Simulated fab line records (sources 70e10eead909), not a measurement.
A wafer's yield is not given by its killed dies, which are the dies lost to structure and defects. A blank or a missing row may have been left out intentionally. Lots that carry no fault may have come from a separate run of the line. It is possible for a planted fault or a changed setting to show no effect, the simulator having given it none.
Which tool is to blame? || flow nand harc || 33 wafers from 11 lots sampled at 4 of the route's 1302 steps

== WHAT THE GAUGES READ, wafer by wafer ==
NHARC_P_STI_INSPECT_25.
{"lot": "L996", "measured": "day 3 22:10", "on": "defect inspect-02", "raw defect count": "228 126 144"}
{"lot": "L997", "measured": "day 4 09:46", "on": "defect inspect-02", "raw defect count": "199 183 209"}
{"lot": "L998", "measured": "day 4 18:31", "on": "defect inspect-01", "raw defect count": "192 131 97"}
{"lot": "L999", "measured": "day 5 06:39", "on": "defect inspect-01", "raw defect count": "113 276 238"}
{"lot": "L100", "measured": "day 5 16:08", "on": "defect inspect-02", "raw defect count": "226 143 166"}
{"lot": "L105", "measured": "day 7 21:34", "on": "defect inspect-02", "raw defect count": "127 228 200"}
{"lot": "L112", "measured": "day 10 15:24", "on": "defect inspect-01", "raw defect count": "117 104 247"}
{"lot": "L113", "measured": "day 11 01:23", "on": "defect inspect-02", "raw defect count": "378 165 190"}
{"lot": "L116", "measured": "day 12 11:46", "on": "defect inspect-02", "raw defect count": "244 275 291"}
{"lot": "L118", "measured": "day 13 05:00", "on": "defect inspect-02", "raw defect count": "168 149 105"}
{"lot": "L119", "measured": "day 13 15:49", "on": "defect inspect-02", "raw defect count": "274 172 178"}

== WHICH TOOL RAN EACH LOT (tool, then ch and the chambers of the sampled wafers, then the start) ==
{"lot": "L996", "NHARC_P_ZERO_WELL_ETCH_65": "rie diel-11 ch 1,3, day 1 21:29", "NHARC_P_ZERO_WELL_ETCH_62": "rie diel-11 ch 0,2, day 1 21:41 or earlier", "NHARC_P_ZERO_WELL_ETCH_63": "rie si-04 ch 0,1,3, day 1 21:41"}
{"lot": "L997", "NHARC_P_ZERO_WELL_ETCH_65": "rie diel-11 ch 0,2, day 2 07:22", "NHARC_P_ZERO_WELL_ETCH_62": "rie diel-11 ch 0,1,2, day 2 07:32 or earlier", "NHARC_P_ZERO_WELL_ETCH_63": "rie si-04 ch 1,3, day 2 07:32"}
{"lot": "L998", "NHARC_P_ZERO_WELL_ETCH_65": "rie diel-05 ch 0,3, day 2 17:23", "NHARC_P_ZERO_WELL_ETCH_62": "rie diel-05 ch 2,3, day 2 17:41 or earlier", "NHARC_P_ZERO_WELL_ETCH_63": "rie si-03 ch 0,2,3, day 2 17:41"}
{"lot": "L999", "NHARC_P_ZERO_WELL_ETCH_65": "rie diel-11 ch 1,2, day 3 03:22", "NHARC_P_ZERO_WELL_ETCH_62": "rie diel-11 ch 0,1,2, day 3 03:33 or earlier", "NHARC_P_ZERO_WELL_ETCH_63": "rie si-04 ch 1,2,3, day 3 03:33"}
{"lot": "L100", "NHARC_P_ZERO_WELL_ETCH_65": "rie diel-11 ch 1,2, day 3 13:29", "NHARC_P_ZERO_WELL_ETCH_62": "rie diel-11 ch 0,1, day 3 13:43 or earlier", "NHARC_P_ZERO_WELL_ETCH_63": "rie si-03 ch 0,1,3, day 3 13:43"}
{"lot": "L105", "NHARC_P_ZERO_WELL_ETCH_65": "rie diel-05 ch 0,2,3, day 5 15:30", "NHARC_P_ZERO_WELL_ETCH_62": "rie diel-05 ch 0,2,3, day 5 15:40 or earlier", "NHARC_P_ZERO_WELL_ETCH_63": "rie si-01 ch 0,2,3, day 5 15:40"}
{"lot": "L112", "NHARC_P_ZERO_WELL_ETCH_65": "rie diel-11 ch 1,2,3, day 8 13:27", "NHARC_P_ZERO_WELL_ETCH_62": "rie diel-11 ch 1,2,3, day 8 13:40 or earlier", "NHARC_P_ZERO_WELL_ETCH_63": "rie si-01 ch 0,2,3, day 8 13:40"}
{"lot": "L113", "NHARC_P_ZERO_WELL_ETCH_65": "rie diel-11 ch 0,1,2, day 8 23:31", "NHARC_P_ZERO_WELL_ETCH_62": "rie diel-11 ch 1,3, day 8 23:41 or earlier", "NHARC_P_ZERO_WELL_ETCH_63": "rie si-03 ch 0,2, day 8 23:41"}
{"lot": "L116", "NHARC_P_ZERO_WELL_ETCH_65": "rie diel-10 ch 0,2,3, day 10 05:29", "NHARC_P_ZERO_WELL_ETCH_62": "rie diel-10 ch 0,1,2, day 10 05:41 or earlier", "NHARC_P_ZERO_WELL_ETCH_63": "rie si-04 ch 0,1,3, day 10 05:41"}
{"lot": "L118", "NHARC_P_ZERO_WELL_ETCH_65": "rie diel-11 ch 1,2,3, day 11 01:21", "NHARC_P_ZERO_WELL_ETCH_62": "rie diel-11 ch 1,2, day 11 01:32 or earlier", "NHARC_P_ZERO_WELL_ETCH_63": "rie si-03 ch 1,2, day 11 01:32"}
{"lot": "L119", "NHARC_P_ZERO_WELL_ETCH_65": "rie diel-05 ch 1,2,3, day 11 11:29", "NHARC_P_ZERO_WELL_ETCH_62": "rie diel-05 ch 0,1, day 11 11:40 or earlier", "NHARC_P_ZERO_WELL_ETCH_63": "rie si-03 ch 1,3, day 11 11:40"}
- NHARC_P_ZERO_WELL_ETCH_65: etches the open film in N2/H2, target depth 80 nm, overetch 24 nm, time 87.88 s.
- NHARC_P_ZERO_WELL_ETCH_62: etches the open film in CHF3/Ar, target depth 13 nm, time 6.5 s.
- NHARC_P_ZERO_WELL_ETCH_63: etches the open film in HBr/Cl2, target depth 120 nm, time 40.1 s.

== THE ANSWER, worked out from the rows above alone ==
Rule: what is usual is taken from the lots themselves. The widest of any qualifying gaps counts: lots, ordered by their means at a reading, are off when they make up no more than a third of the lots, leave a main group of 4 or more, and stand apart from it by 3 or more times the standard deviation of that group's means. A main group is skipped when, at the precision printed for the reading in the tables above, its means are all equal. Also off: a lot with no number at a reading for which 4 or more lots have one. Any other lot the step has rows for is counted as sound.
Nothing can be told from this: no lot is off at any reading shown.

== WHAT THE SIMULATOR HAD PUT IN ==
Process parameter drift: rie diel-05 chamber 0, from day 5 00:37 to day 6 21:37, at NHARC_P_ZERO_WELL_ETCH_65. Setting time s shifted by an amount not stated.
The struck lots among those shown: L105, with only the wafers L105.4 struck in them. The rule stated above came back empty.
